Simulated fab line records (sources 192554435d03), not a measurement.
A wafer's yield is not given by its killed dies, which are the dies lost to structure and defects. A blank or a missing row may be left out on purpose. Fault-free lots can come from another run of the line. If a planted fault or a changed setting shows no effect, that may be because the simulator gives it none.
Which of the tools did it? -- flow n5_finfet -- 11 lots with 28 wafers sampled at 5 steps, on a route of 1938 steps

## WHAT EACH GAUGE READ, for each wafer
N5_BEOL_M2_CD_MEAS_11: the cd target is 16.79 nm. Usual: cd_nm reads 16.85 nm (standard deviation 0.23).
lot,measured,on,cd_nm (nm),flag
L233,day 6 14:19,cd_sem-01,16.82 17.29,
L234,day 7 01:23,cd_sem-03,16.67 16.54 16.75,
L235,day 7 13:46,cd_sem-03,17.33 17.24,
L238,day 7 17:25,cd_sem-03,16.97 16.95 16.90,
L239,day 7 20:34,cd_sem-01,16.79 16.72 16.78,
L240,day 8 05:23,cd_sem-02,16.70 16.82 17.12,
L247,day 10 09:05,cd_sem-02,16.59 16.86 16.72,
L246,day 10 11:13,cd_sem-01,16.64 17.10 16.53,
L250,day 11 05:24,cd_sem-01,16.88 16.68,
L252,day 11 21:24,cd_sem-03,16.98 16.77,
L256,day 12 11:19,cd_sem-02,17.02 16.98,

N5_BEOL_M2_INSPECT_30: inspects for defects (brightfield). Usual: raw_defect_count reads 404 (standard deviation 82).
lot,measured,on,raw_defect_count,flag
L233,day 6 15:25,defect_inspect-02,375 342,
L234,day 7 02:37,defect_inspect-01,581 489 386,
L235,day 7 15:32,defect_inspect-01,352 305,
L238,day 7 18:31,defect_inspect-02,434 450 431,
L239,day 7 22:25,defect_inspect-02,279 375 228,
L240,day 8 06:49,defect_inspect-02,415 479 339,
L247,day 10 10:07,defect_inspect-01,548 444 405,
L246,day 10 12:16,defect_inspect-02,432 392 587,
L250,day 11 06:22,defect_inspect-02,358 440,
L252,day 11 22:42,defect_inspect-01,628 643,
L256,day 12 12:17,defect_inspect-01,400 482,

N5_BEOL_M4_RC_MEAS_101. Usual: DIBL_N 36.1 mV/V, standard deviation 2; DIBL_P 36.3 mV/V, standard deviation 2.5; IOFF_N 0.16 nA/um, standard deviation 0.037; IOFF_P 0.21 nA/um, standard deviation 0.039; ION_N 678 uA/um, standard deviation 15; ION_P 465 uA/um, standard deviation 8.7; SS_N 71.4 mV/dec, standard deviation 0.7; SS_P 73.3 mV/dec, standard deviation 0.74; VT_N 249 mV, standard deviation 3.6; VT_P -250.0 mV, standard deviation 2.9.
lot,measured,on,DIBL_N (mV/V),DIBL_P (mV/V),IOFF_N (nA/um),IOFF_P (nA/um),ION_N (uA/um),ION_P (uA/um),SS_N (mV/dec),SS_P (mV/dec),VT_N (mV),VT_P (mV),flag
L233,day 7 18:09,prober-01,35.5 33.2,36.4 33.5,0.16 0.11,0.26 0.20,669 649,475 462,72.2 71.1,73.6 72.7,251 257,-243.3 -247.6,
L234,day 8 10:25,prober-02,38.3 35.3 35.2,39.1 35.5 36.0,0.24 0.16 0.16,0.29 0.22 0.23,711 670 671,482 465 465,71.9 71.7 71.8,73.6 71.8 72.8,241 249 245,-245.8 -248.4 -249.0,
L235,day 8 23:31,prober-01,35.7 37.6,35.4 37.8,0.14 0.18,0.17 0.22,675 674,457 460,70.6 72.1,73.0 74.7,254 249,-255.2 -249.7,
L238,day 9 06:07,prober-02,36.2 34.6 37.3,37.4 35.8 39.0,0.16 0.13 0.19,0.21 0.18 0.23,679 671 688,463 466 467,71.7 71.1 72.2,73.2 72.5 74.0,249 256 250,-253.5 -253.8 -251.7,
L239,day 9 06:28,prober-01,34.8 34.5 38.4,35.2 35.1 40.7,0.14 0.13 0.21,0.18 0.17 0.27,687 670 687,470 459 472,71.5 71.3 72.4,72.7 73.1 74.3,251 251 244,-250.1 -251.9 -245.6,
L240,day 9 07:47,prober-02,32.3 34.5 37.8,30.4 33.9 38.5,0.09 0.12 0.17,0.14 0.18 0.25,653 666 672,459 465 467,70.1 71.4 71.9,71.2 73.0 73.8,257 251 248,-253.7 -250.1 -247.8,
L247,day 12 04:50,prober-01,38.4 33.5 37.6,37.4 33.7 38.1,0.20 0.13 0.20,0.24 0.19 0.26,668 669 702,460 463 478,72.1 70.5 71.5,74.1 73.0 74.3,250 251 245,-247.2 -248.7 -247.0,
L246,day 12 11:16,prober-02,38.2 39.7 39.1,39.3 41.3 40.2,0.20 0.26 0.21,0.22 0.26 0.24,691 715 680,468 482 459,72.0 72.2 72.0,73.3 74.2 74.2,247 241 245,-249.6 -246.2 -248.8,
L250,day 13 11:09,prober-02,35.3 34.1,36.6 34.7,0.15 0.14,0.21 0.19,654 674,456 473,71.2 70.5,73.1 71.9,252 251,-249.0 -250.6,
L252,day 13 20:16,prober-02,34.5 34.3,35.3 35.2,0.15 0.13,0.20 0.19,690 660,476 453,71.0 70.8,72.5 72.5,249 252,-250.5 -249.1,
L256,day 14 01:16,prober-02,34.2 36.9,34.1 37.5,0.13 0.16,0.18 0.23,676 672,466 468,70.1 71.6,73.3 74.1,251 251,-251.3 -249.1,

## EACH LOT AND THE TOOL THAT RAN IT (in order: tool; ch and the chambers of the sampled wafers; start)
lot,N5_BEOL_M2_STRIP_19,N5_BEOL_M2_STRIP_36
L233,"rie_diel-04 ch 0,2, day 6 14:56","rie_diel-05 ch 0,1, day 6 20:01"
L234,"rie_diel-06 ch 0,1,2, day 7 02:01","rie_diel-05 ch 1,2,3, day 7 05:32"
L235,"rie_diel-04 ch 0,1, day 7 15:03","rie_diel-06 ch 0,3, day 7 21:05"
L238,"rie_diel-04 ch 1,3, day 7 17:55","rie_diel-05 ch 2,3, day 8 00:52"
L239,"rie_diel-05 ch 0,2,3, day 7 21:49","rie_diel-05 ch 1,3, day 8 03:40"
L240,"rie_diel-05 ch 1,2, day 8 06:20","rie_diel-05 ch 0,1,3, day 8 09:29"
L247,"rie_diel-06 ch 1,2,3, day 10 09:38","rie_diel-05 ch 0,1,3, day 10 16:26"
L246,"rie_diel-06 ch 2,3, day 10 11:46","rie_diel-05 ch 0,1, day 11 06:12"
L250,"rie_diel-06 ch 0,1, day 11 05:53","rie_diel-06 ch 0,2, day 11 15:19"
L252,"rie_diel-05 ch 2, day 11 22:13","rie_diel-04 ch 0,1, day 12 10:55"
L256,"rie_diel-04 ch 0,2, day 12 11:49","rie_diel-04 ch 0,3, day 12 17:28"
- N5_BEOL_M2_STRIP_19: strips in O2.
- N5_BEOL_M2_STRIP_36: strips in N2/H2.

## AS READ BY THE TOOLS THEMSELVES (means over the sampled wafers that have a number; for cases with no such wafer, the mark the record gives instead)
N5_BEOL_M2_STRIP_19. Usual: chamber_pressure_mTorr 30.001 mTorr, standard deviation 0.027; drypump_motor_current_A 5.7 A, standard deviation 0.37; oes_product_au 0.81 a.u., standard deviation 0.095; rf_vpp_V 3.7 V, standard deviation 0.47; showerhead_plenum_p_Torr 2.13 Torr, standard deviation 0.061; throttle_valve_pct 16.64 %, standard deviation 0.22.
lot,tool,chamber_pressure_mTorr (mTorr),drypump_motor_current_A (A),oes_product_au (a.u.),rf_vpp_V (V),showerhead_plenum_p_Torr (Torr),throttle_valve_pct (%),flag
L233,rie_diel-04,30.023,5.5,0.75,3.5,2.20,16.93,
L234,rie_diel-06,30.007,6.1,0.78,3.1,2.10,16.64,
L235,rie_diel-04,29.985,5.3,0.70,4.2,2.17,16.96,
L238,rie_diel-04,30.012,5.4,0.72,3.7,2.10,16.88,
L239,rie_diel-05,29.982,5.7,0.79,3.6,2.11,16.67,
L240,rie_diel-05,30.025,5.8,0.81,3.2,2.18,16.55,
L247,rie_diel-06,29.977,6.2,0.89,3.3,2.14,16.36,
L246,rie_diel-06,30.001,5.9,0.87,3.8,2.13,16.36,
L250,rie_diel-06,30.017,5.8,0.80,3.3,2.06,16.54,
L252,rie_diel-05,29.999,5.7,0.74,3.2,2.19,16.73,
L256,rie_diel-04,29.991,5.7,0.82,3.7,2.17,16.75,

N5_BEOL_M2_STRIP_36. Usual: chamber_pressure_mTorr 20.00 mTorr, standard deviation 0.032; drypump_motor_current_A 5.8 A, standard deviation 0.39; oes_product_au 0.82 a.u., standard deviation 0.1; rf_vpp_V 59.2 V, standard deviation 1.5; showerhead_plenum_p_Torr 2.57 Torr, standard deviation 0.073; throttle_valve_pct 23.6 %, standard deviation 0.35.
lot,tool,chamber_pressure_mTorr (mTorr),drypump_motor_current_A (A),oes_product_au (a.u.),rf_vpp_V (V),showerhead_plenum_p_Torr (Torr),throttle_valve_pct (%),flag
L233,rie_diel-05,20.02,5.7,0.96,60.5,2.55,23.6,
L234,rie_diel-05,20.03,6.0,0.80,59.6,2.60,23.8,
L235,rie_diel-06,20.00,5.6,0.79,58.9,2.50,23.4,
L238,rie_diel-05,19.98,5.8,0.75,60.1,2.63,24.0,
L239,rie_diel-05,20.01,6.2,0.75,59.6,2.54,23.8,
L240,rie_diel-05,20.00,5.9,0.84,58.3,2.54,23.8,
L247,rie_diel-05,25.99,5.9,0.81,58.9,2.53,23.8,OFF
L246,rie_diel-05,25.99,5.6,0.87,58.9,2.53,23.7,OFF
L250,rie_diel-06,20.02,5.9,0.78,59.2,2.47,23.4,
L252,rie_diel-04,20.02,5.3,0.92,60.0,2.59,23.6,
L256,rie_diel-04,19.99,5.3,0.94,58.7,2.52,23.4,

## THE ANSWER, worked out from the rows above alone
Rule: a lot is off if the mean of its wafers that have a number lies more than 3 standard deviations from the usual mean. Also off: a lot with no number at a reading for which 4 or more lots have one. Any other lot the step has rows for is counted as sound. After the gauges, taken in route order, come the tools' own readings; for these a lot's mean is taken, as printed above. At the first step where some lot is off, the reading lying furthest off is the one used; lots without a number count as furthest.
Off, at N5_BEOL_M2_STRIP_36 on chamber_pressure_mTorr: L247, L246.
If a tool, at that step or one of the process steps before it, ran each lot that is off and ran no sound lot following the first of them, it fits. One fits: rie_diel-05 at N5_BEOL_M2_STRIP_36. A fault onset in the window from L240 (day 8 09:29, its last sound lot) to L247 (day 10 16:26, its first lot off) fits.
On the lots that are off, the tool's own readings at N5_BEOL_M2_STRIP_36 differ by more than 5 times the standard deviation of the sound lots' means, which bears it out; chamber_pressure_mTorr reads 25.99 mTorr there versus 20.01 mTorr on the sound lots.

## WHAT WAS PUT IN BY THE SIMULATOR
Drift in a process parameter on rie_diel-05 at N5_BEOL_M2_STRIP_36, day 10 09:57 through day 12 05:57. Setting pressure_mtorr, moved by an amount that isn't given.
Struck lots among those shown: L247, L246. The rule above found the same.
